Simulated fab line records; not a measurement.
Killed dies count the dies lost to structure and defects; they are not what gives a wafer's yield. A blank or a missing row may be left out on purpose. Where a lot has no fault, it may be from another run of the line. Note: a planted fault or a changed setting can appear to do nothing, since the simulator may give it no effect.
Which of the tools did it? | flow n5_finfet | 60 wafers from 20 lots sampled at 6 of the route's 1938 steps

== WHAT THE GAUGES SHOWED, per wafer ==
The record holds no reading of a measuring or inspecting step that can be judged against a usual standard deviation.

== TOOL THAT RAN EACH LOT (tool first, then ch and the chambers of the sampled wafers, then the start) ==
lot  | N5_GATE_CUT_ETCH_58               | N5_GATE_CUT_CMP_02            | N5_GATE_CUT_ETCH_28                | N5_GATE_CUT_ETCH_37                | N5_GATE_CUT_STRIP_41               | N5_GATE_CUT_CUT_ETCH_55
L075 | rie_diel-05 ch 1,2,3, day 4 15:17 | cmp-04 ch 0,2,3, day 4 18:01  | rie_diel-02 ch 1,2, day 4 18:59    | rie_diel-02 ch 1,2, day 4 19:02    | rie_diel-02 ch 1,2, day 4 19:11    | rie_metal-02 ch 0, day 4 19:28
L076 | rie_diel-05 ch 1,2,3, day 4 22:58 | cmp-04 ch 0,1, day 5 01:37    | rie_diel-02 ch 1,2,3, day 5 02:34  | rie_diel-02 ch 1,2,3, day 5 02:37  | rie_diel-02 ch 1,2,3, day 5 02:45  | rie_metal-03 ch 0,1, day 5 03:02
L077 | rie_diel-05 ch 0,1,2, day 5 03:25 | cmp-03 ch 0,2,3, day 5 06:48  | rie_diel-05 ch 0,1,2, day 5 07:35  | rie_diel-05 ch 0,1,2, day 5 07:38  | rie_diel-05 ch 0,1,2, day 5 07:46  | rie_metal-01 ch 0,1, day 5 08:04
L078 | rie_diel-05 ch 0,1,3, day 5 06:14 | cmp-04 ch 2,3, day 5 08:50    | rie_diel-02 ch 1,3, day 5 09:40    | rie_diel-02 ch 1,3, day 5 09:43    | rie_diel-02 ch 1,3, day 5 09:52    | rie_metal-02 ch 0,1, day 5 10:09
L079 | rie_diel-02 ch 0,1, day 5 15:57   | cmp-04 ch 2,3, day 5 18:36    | rie_diel-02 ch 1,2, day 5 19:31    | rie_diel-02 ch 1,2, day 5 19:34    | rie_diel-02 ch 1,2, day 5 19:43    | rie_metal-03 ch 0,1, day 5 20:00
L080 | rie_diel-02 ch 0,2,3, day 6 00:46 | cmp-03 ch 1,2, day 6 03:22    | rie_diel-06 ch 0,2,3, day 6 04:11  | rie_diel-06 ch 0,2,3, day 6 04:14  | rie_diel-06 ch 0,2,3, day 6 04:23  | rie_metal-01 ch 0,1, day 6 04:40
L081 | rie_diel-02 ch 1,3, day 6 01:17   | cmp-04 ch 0,2,3, day 6 03:55  | rie_diel-02 ch 0,2, day 6 04:41    | rie_diel-02 ch 0,2, day 6 04:44    | rie_diel-02 ch 0,2, day 6 04:53    | rie_metal-03 ch 0,1, day 6 05:10
L082 | rie_diel-05 ch 2,3, day 6 08:46   | cmp-03 ch 0,1, day 6 11:25    | rie_diel-05 ch 2,3, day 6 12:20    | rie_diel-05 ch 2,3, day 6 12:22    | rie_diel-05 ch 2,3, day 6 12:31    | rie_metal-02 ch 0,1, day 6 12:48
L083 | rie_diel-06 ch 0,1,3, day 6 16:07 | cmp-01 ch 2,3, day 6 18:41    | rie_diel-06 ch 0,1,3, day 6 19:41  | rie_diel-06 ch 0,1,3, day 6 19:44  | rie_diel-06 ch 0,1,3, day 6 19:52  | rie_metal-01 ch 0,1, day 6 20:10
L086 | rie_diel-05 ch 2,3, day 7 09:34   | cmp-01 ch 0,1,3, day 7 12:08  | rie_diel-02 ch 1,2,3, day 7 13:05  | rie_diel-02 ch 1,2,3, day 7 13:08  | rie_diel-02 ch 1,2,3, day 7 13:17  | rie_metal-01 ch 0,1, day 7 13:34
L085 | rie_diel-05 ch 1,2, day 7 10:57   | cmp-04 ch 1,3, day 7 13:46    | rie_diel-02 ch 0,2, day 7 14:33    | rie_diel-02 ch 0,2, day 7 14:35    | rie_diel-02 ch 0,2, day 7 14:44    | rie_metal-01 ch 0,1, day 7 15:02
L089 | rie_diel-02 ch 0,2, day 8 04:08   | cmp-03 ch 0,1,2, day 8 06:46  | rie_diel-06 ch 1,2, day 8 07:37    | rie_diel-06 ch 1,2, day 8 07:40    | rie_diel-06 ch 1,2, day 8 07:49    | rie_metal-02 ch 0,1, day 8 08:07
L088 | rie_diel-02 ch 1,3, day 8 04:52   | cmp-04 ch 0,1,2, day 8 07:31  | rie_diel-05 ch 1,2,3, day 8 08:29  | rie_diel-05 ch 1,2,3, day 8 08:32  | rie_diel-05 ch 1,2,3, day 8 08:40  | rie_metal-01 ch 0,1, day 8 08:58
L090 | rie_diel-05 ch 0,1, day 8 09:32   | cmp-04 ch 0,1,2, day 8 12:14  | rie_diel-06 ch 1,2,3, day 8 13:43  | rie_diel-06 ch 1,2,3, day 8 13:46  | rie_diel-06 ch 1,2,3, day 8 13:55  | rie_metal-01 ch 0,1, day 8 14:12
L092 | rie_diel-02 ch 0,2, day 8 20:01   | cmp-01 ch 2,3, day 9 00:08    | rie_diel-06 ch 0,1, day 9 01:05    | rie_diel-06 ch 0,1, day 9 01:08    | rie_diel-06 ch 0,1, day 9 01:17    | rie_metal-01 ch 0,1, day 9 01:34
L093 | rie_diel-05 ch 0,1,3, day 9 05:49 | cmp-01 ch 1,2,3, day 9 08:31  | rie_diel-05 ch 0,1,3, day 9 09:28  | rie_diel-05 ch 0,1,3, day 9 09:30  | rie_diel-05 ch 0,1,3, day 9 09:39  | rie_metal-03 ch 0,1, day 9 09:57
L094 | rie_diel-05 ch 0,2,3, day 9 08:46 | cmp-01 ch 0,1,2, day 9 11:32  | rie_diel-02 ch 1,2, day 9 12:19    | rie_diel-02 ch 1,2, day 9 12:22    | rie_diel-02 ch 1,2, day 9 12:30    | rie_metal-03 ch 0, day 9 12:47
L095 | rie_diel-02 ch 0,2, day 9 16:21   | cmp-01 ch 1,2, day 9 18:56    | rie_diel-05 ch 0,2,3, day 9 19:51  | rie_diel-05 ch 0,2,3, day 9 19:54  | rie_diel-05 ch 0,2,3, day 9 20:03  | rie_metal-01 ch 0, day 9 20:27
L096 | rie_diel-02 ch 0,2,3, day 9 22:34 | cmp-03 ch 0,1,3, day 10 01:11 | rie_diel-06 ch 0,2, day 10 02:38   | rie_diel-06 ch 0,2, day 10 02:40   | rie_diel-06 ch 0,2, day 10 02:49   | rie_metal-03 ch 0,1, day 10 03:07
L097 | rie_diel-06 ch 1,3, day 10 21:49  | cmp-03 ch 1,3, day 11 00:37   | rie_diel-02 ch 0,2,3, day 11 01:25 | rie_diel-02 ch 0,2,3, day 11 01:27 | rie_diel-02 ch 0,2,3, day 11 01:36 | rie_metal-01 ch 0,1, day 11 01:53
- N5_GATE_CUT_ETCH_58: etches SiNx in CH3F/O2, target depth 17 nm, time 128.6 s.
- N5_GATE_CUT_CMP_02: polishes, stops on SiO2, t overpolish 12.7 s, target thk 0 nm.
- N5_GATE_CUT_ETCH_28: etches underlayer in N2/H2, target depth 13 nm, time 10.4 s.
- N5_GATE_CUT_ETCH_37: etches SOC in N2/H2, target depth 60 nm, overetch 12 nm, time 90 s.
- N5_GATE_CUT_STRIP_41: strips in CF4.
- N5_GATE_CUT_CUT_ETCH_55: etches HfO2 in BCl3, target depth 3.2 nm.

== WHAT THE TOOLS THEMSELVES READ (means of the sampled wafers that have a number; where no wafer has one, the mark that the record gives instead) ==
N5_GATE_CUT_ETCH_58.
lot  | tool        | drypump_motor_current_A (A) | oes_product_au (a.u.) | rf_vpp_V (V) | showerhead_plenum_p_Torr (Torr) | throttle_valve_pct (%)
L075 | rie_diel-05 | 5.7                         | 0.85                  | 99.2         | 2.02                            | 16.01
L076 | rie_diel-05 | 5.7                         | 0.84                  | 99.3         | 2.02                            | 16.00
L077 | rie_diel-05 | 5.4                         | 0.84                  | 99.4         | 2.02                            | 16.06
L078 | rie_diel-05 | 5.6                         | 0.77                  | 99.9         | 2.06                            | 16.05
L079 | rie_diel-02 | 6.2                         | 0.89                  | 99.6         | 2.10                            | 16.09
L080 | rie_diel-02 | 5.5                         | 0.85                  | 99.0         | 2.00                            | 16.06
L081 | rie_diel-02 | 5.2                         | 0.87                  | 99.1         | 2.01                            | 16.01
L082 | rie_diel-05 | 5.5                         | 0.89                  | 98.6         | 2.00                            | 16.03
L083 | rie_diel-06 | 5.7                         | 0.79                  | 99.2         | 1.95                            | 16.26
L086 | rie_diel-05 | 5.6                         | 0.82                  | 99.1         | 2.05                            | 16.01
L085 | rie_diel-05 | 5.8                         | 0.81                  | 98.6         | 1.99                            | 16.06
L089 | rie_diel-02 | 6.0                         | 0.83                  | 99.9         | 2.04                            | 16.21
L088 | rie_diel-02 | 5.8                         | 0.88                  | 100.0        | 2.07                            | 16.10
L090 | rie_diel-05 | 5.3                         | 0.76                  | 99.3         | 2.05                            | 16.13
L092 | rie_diel-02 | 5.9                         | 0.82                  | 98.6         | 2.03                            | 16.10
L093 | rie_diel-05 | 5.6                         | 0.75                  | 100.2        | 2.05                            | 16.09
L094 | rie_diel-05 | 5.4                         | 0.80                  | 99.7         | 2.04                            | 16.10
L095 | rie_diel-02 | 6.0                         | 0.81                  | 99.3         | 2.03                            | 16.23
L096 | rie_diel-02 | 5.5                         | 0.82                  | 99.4         | 2.00                            | 16.11
L097 | rie_diel-06 | 5.6                         | 0.79                  | 98.5         | 1.93                            | 16.40

N5_GATE_CUT_CMP_02.
lot  | tool   | motor_current_A (A) | overpolish_run_s (s) | pad_life_wafers | time_to_endpoint_s (s)
L075 | cmp-04 | 7.8                 | 12.703               | 380             | 25.0
L076 | cmp-04 | 8.2                 | 12.694               | 408             | 25.0
L077 | cmp-03 | 9.1                 | 12.702               | 1112            | 26.9
L078 | cmp-04 | 8.6                 | 12.688               | 456             | 28.7
L079 | cmp-04 | 9.1                 | 12.700               | 529             | 27.0
L080 | cmp-03 | 8.9                 | 12.693               | 1254            | 25.1
L081 | cmp-04 | 7.9                 | 12.702               | 590             | 26.3
L082 | cmp-03 | 8.9                 | 12.702               | 1309            | 24.6
L083 | cmp-01 | 8.1                 | 12.691               | 2040            | 28.2
L086 | cmp-01 | 8.7                 | 12.697               | 50              | 25.1
L085 | cmp-04 | 9.5                 | 12.698               | 818             | 27.1
L089 | cmp-03 | 8.9                 | 12.708               | 1628            | 24.8
L088 | cmp-04 | 8.6                 | 12.700               | 956             | 26.9
L090 | cmp-04 | 8.2                 | 12.696               | 1010            | 25.6
L092 | cmp-01 | 8.2                 | 12.707               | 354             | 28.3
L093 | cmp-01 | 8.5                 | 12.700               | 427             | 25.0
L094 | cmp-01 | 8.4                 | 12.703               | 446             | 27.2
L095 | cmp-01 | 8.0                 | 12.699               | 494             | 24.8
L096 | cmp-03 | 9.2                 | 12.703               | 1976            | 24.0
L097 | cmp-03 | 10.0                | 12.701               | 2132            | 22.6

N5_GATE_CUT_ETCH_28.
lot  | tool        | drypump_motor_current_A (A) | etch_rf_on_time_s (s) | oes_product_au (a.u.) | rf_vpp_V (V) | showerhead_plenum_p_Torr (Torr) | throttle_valve_pct (%)
L075 | rie_diel-02 | 6.3                         | 10.25                 | 0.79                  | 527.7        | 2.67                            | 17.76
L076 | rie_diel-02 | 5.7                         | 10.28                 | 0.75                  | 525.6        | 2.59                            | 17.68
L077 | rie_diel-05 | 5.4                         | 10.45                 | 0.71                  | 525.0        | 2.57                            | 17.56
L078 | rie_diel-02 | 5.8                         | 10.18                 | 0.77                  | 526.9        | 2.63                            | 17.66
L079 | rie_diel-02 | 6.3                         | 10.07                 | 0.77                  | 527.5        | 2.67                            | 17.76
L080 | rie_diel-06 | 6.2                         | 10.39                 | 0.64                  | 523.5        | 2.50                            | 17.91
L081 | rie_diel-02 | 6.0                         | 10.13                 | 0.73                  | 525.0        | 2.58                            | 17.66
L082 | rie_diel-05 | 5.5                         | 10.49                 | 0.75                  | 523.7        | 2.55                            | 17.60
L083 | rie_diel-06 | 5.7                         | 10.48                 | 0.67                  | 522.9        | 2.49                            | 17.83
L086 | rie_diel-02 | 5.7                         | 10.16                 | 0.74                  | 524.9        | 2.59                            | 17.71
L085 | rie_diel-02 | 5.9                         | 10.43                 | 0.70                  | 524.3        | 2.57                            | 17.52
L089 | rie_diel-06 | 6.1                         | 10.37                 | 0.63                  | 522.8        | 2.49                            | 17.94
L088 | rie_diel-05 | 5.7                         | 10.47                 | 0.69                  | 524.6        | 2.56                            | 17.54
L090 | rie_diel-06 | 5.9                         | 10.42                 | 0.65                  | 519.9        | 2.47                            | 17.91
L092 | rie_diel-06 | 5.5                         | 10.37                 | 0.66                  | 522.1        | 2.48                            | 17.78
L093 | rie_diel-05 | 5.6                         | 10.64                 | 0.63                  | 525.7        | 2.61                            | 17.58
L094 | rie_diel-02 | 6.2                         | 10.26                 | 0.71                  | 526.1        | 2.62                            | 17.84
L095 | rie_diel-05 | 5.4                         | 10.56                 | 0.68                  | 525.3        | 2.60                            | 17.64
L096 | rie_diel-06 | 6.5                         | 10.40                 | 0.59                  | 522.7        | 2.51                            | 17.99
L097 | rie_diel-02 | 5.6                         | 10.28                 | 0.69                  | 523.2        | 2.53                            | 17.62

N5_GATE_CUT_ETCH_37.
lot  | tool        | drypump_motor_current_A (A) | oes_product_au (a.u.) | rf_vpp_V (V) | showerhead_plenum_p_Torr (Torr) | throttle_valve_pct (%)
L075 | rie_diel-02 | 6.3                         | 0.82                  | 527.1        | 2.67                            | 17.73
L076 | rie_diel-02 | 5.7                         | 0.78                  | 525.5        | 2.59                            | 17.65
L077 | rie_diel-05 | 5.5                         | 0.75                  | 524.0        | 2.57                            | 17.54
L078 | rie_diel-02 | 5.8                         | 0.80                  | 526.6        | 2.63                            | 17.64
L079 | rie_diel-02 | 6.3                         | 0.80                  | 528.0        | 2.67                            | 17.73
L080 | rie_diel-06 | 6.2                         | 0.67                  | 522.5        | 2.50                            | 17.89
L081 | rie_diel-02 | 6.0                         | 0.75                  | 525.3        | 2.58                            | 17.62
L082 | rie_diel-05 | 5.5                         | 0.79                  | 523.8        | 2.55                            | 17.57
L083 | rie_diel-06 | 5.7                         | 0.70                  | 521.3        | 2.49                            | 17.80
L086 | rie_diel-02 | 5.7                         | 0.76                  | 525.4        | 2.59                            | 17.67
L085 | rie_diel-02 | 5.9                         | 0.73                  | 524.3        | 2.57                            | 17.49
L089 | rie_diel-06 | 6.2                         | 0.66                  | 522.9        | 2.49                            | 17.92
L088 | rie_diel-05 | 5.7                         | 0.73                  | 524.4        | 2.56                            | 17.52
L090 | rie_diel-06 | 5.8                         | 0.69                  | 521.6        | 2.47                            | 17.90
L092 | rie_diel-06 | 5.6                         | 0.69                  | 522.3        | 2.48                            | 17.75
L093 | rie_diel-05 | 5.6                         | 0.67                  | 526.7        | 2.61                            | 17.53
L094 | rie_diel-02 | 6.2                         | 0.74                  | 525.8        | 2.62                            | 17.80
L095 | rie_diel-05 | 5.4                         | 0.71                  | 525.5        | 2.60                            | 17.62
L096 | rie_diel-06 | 6.5                         | 0.62                  | 522.3        | 2.51                            | 17.96
L097 | rie_diel-02 | 5.5                         | 0.71                  | 522.5        | 2.53                            | 17.60

N5_GATE_CUT_STRIP_41.
lot  | tool        | bias_power_w (W) | drypump_motor_current_A (A) | oes_product_au (a.u.) | rf_vpp_V (V) | showerhead_plenum_p_Torr (Torr) | throttle_valve_pct (%)
L075 | rie_diel-02 | 74.93            | 6.3                         | 0.212                 | 272.0        | 1.88                            | 13.35
L076 | rie_diel-02 | 75.05            | 5.7                         | 0.205                 | 272.4        | 1.83                            | 13.35
L077 | rie_diel-05 | 74.76            | 5.4                         | 0.191                 | 271.3        | 1.81                            | 13.36
L078 | rie_diel-02 | 74.82            | 5.8                         | 0.207                 | 271.5        | 1.85                            | 13.29
L079 | rie_diel-02 | 74.79            | 6.3                         | 0.205                 | 273.5        | 1.87                            | 13.36
L080 | rie_diel-06 | 75.14            | 6.2                         | 0.175                 | 270.9        | 1.76                            | 13.64
L081 | rie_diel-02 | 74.97            | 6.0                         | 0.193                 | 272.0        | 1.82                            | 13.38
L082 | rie_diel-05 | 74.79            | 5.5                         | 0.204                 | 270.5        | 1.80                            | 13.29
L083 | rie_diel-06 | 74.78            | 5.7                         | 0.178                 | 270.5        | 1.75                            | 13.52
L086 | rie_diel-02 | 74.94            | 5.7                         | 0.194                 | 271.3        | 1.82                            | 13.36
L085 | rie_diel-02 | 74.96            | 5.9                         | 0.187                 | 271.5        | 1.81                            | 13.30
L089 | rie_diel-06 | 74.73            | 6.2                         | 0.174                 | 270.4        | 1.76                            | 13.74
L088 | rie_diel-05 | 74.88            | 5.7                         | 0.189                 | 271.1        | 1.81                            | 13.34
L090 | rie_diel-06 | 75.05            | 5.9                         | 0.175                 | 270.5        | 1.75                            | 13.66
L092 | rie_diel-06 | 74.95            | 5.5                         | 0.175                 | 270.4        | 1.75                            | 13.50
L093 | rie_diel-05 | 74.83            | 5.6                         | 0.174                 | 272.1        | 1.84                            | 13.42
L094 | rie_diel-02 | 74.97            | 6.2                         | 0.187                 | 271.9        | 1.84                            | 13.50
L095 | rie_diel-05 | 74.73            | 5.3                         | 0.184                 | 271.3        | 1.83                            | 13.41
L096 | rie_diel-06 | 75.21            | 6.5                         | 0.157                 | 271.0        | 1.77                            | 13.77
L097 | rie_diel-02 | 74.94            | 5.5                         | 0.187                 | 271.2        | 1.79                            | 13.37

N5_GATE_CUT_CUT_ETCH_55.
lot  | tool         | drypump_motor_current_A (A) | oes_product_au (a.u.) | throttle_valve_pct (%)
L075 | rie_metal-02 | 6.0                         | 0.93                  | 32.87
L076 | rie_metal-03 | 5.5                         | 0.80                  | 33.23
L077 | rie_metal-01 | 6.0                         | 0.61                  | 33.13
L078 | rie_metal-02 | 5.7                         | 0.77                  | 33.01
L079 | rie_metal-03 | 5.2                         | 0.80                  | 33.32
L080 | rie_metal-01 | 5.9                         | 0.74                  | 32.94
L081 | rie_metal-03 | 5.5                         | 0.80                  | 33.23
L082 | rie_metal-02 | 5.8                         | 0.84                  | 32.95
L083 | rie_metal-01 | 6.0                         | 0.73                  | 32.94
L086 | rie_metal-01 | 6.0                         | 0.72                  | 32.95
L085 | rie_metal-01 | 5.9                         | 0.72                  | 32.95
L089 | rie_metal-02 | 5.7                         | 0.76                  | 33.02
L088 | rie_metal-01 | 5.8                         | 0.82                  | 32.86
L090 | rie_metal-01 | 6.0                         | 0.71                  | 32.95
L092 | rie_metal-01 | 5.8                         | 0.81                  | 32.88
L093 | rie_metal-03 | 5.5                         | 0.79                  | 33.24
L094 | rie_metal-03 | 4.9                         | 0.79                  | 33.41
L095 | rie_metal-01 | 5.6                         | 0.89                  | 32.81
L096 | rie_metal-03 | 5.5                         | 0.79                  | 33.25
L097 | rie_metal-01 | 5.8                         | 0.91                  | 32.75

== THE ANSWER, worked out from the rows above alone ==
Rule: what is usual is taken from the lots themselves. The widest of any qualifying gaps counts: lots, ordered by their means at a reading, are off when they make up no more than a third of the lots, leave a main group of 4 or more, and stand apart from it by 3 or more times the standard deviation of that group's means. The tables above print the reading to a certain number of digits; a main group whose means all agree to those digits is not used. A lot without any number at a reading at which 4 lots or more have one is off too. Any other lot the step has rows for is counted as sound. After the gauges, taken in route order, come the tools' own readings; for these a lot's mean is taken, as printed above. The first step at which some lot is off is used, and at that step the reading that is off furthest; a lot without a number counts as furthest.
Nothing can be told from this: no lot is off at any reading shown.

== WHAT WAS PUT IN BY THE SIMULATOR ==
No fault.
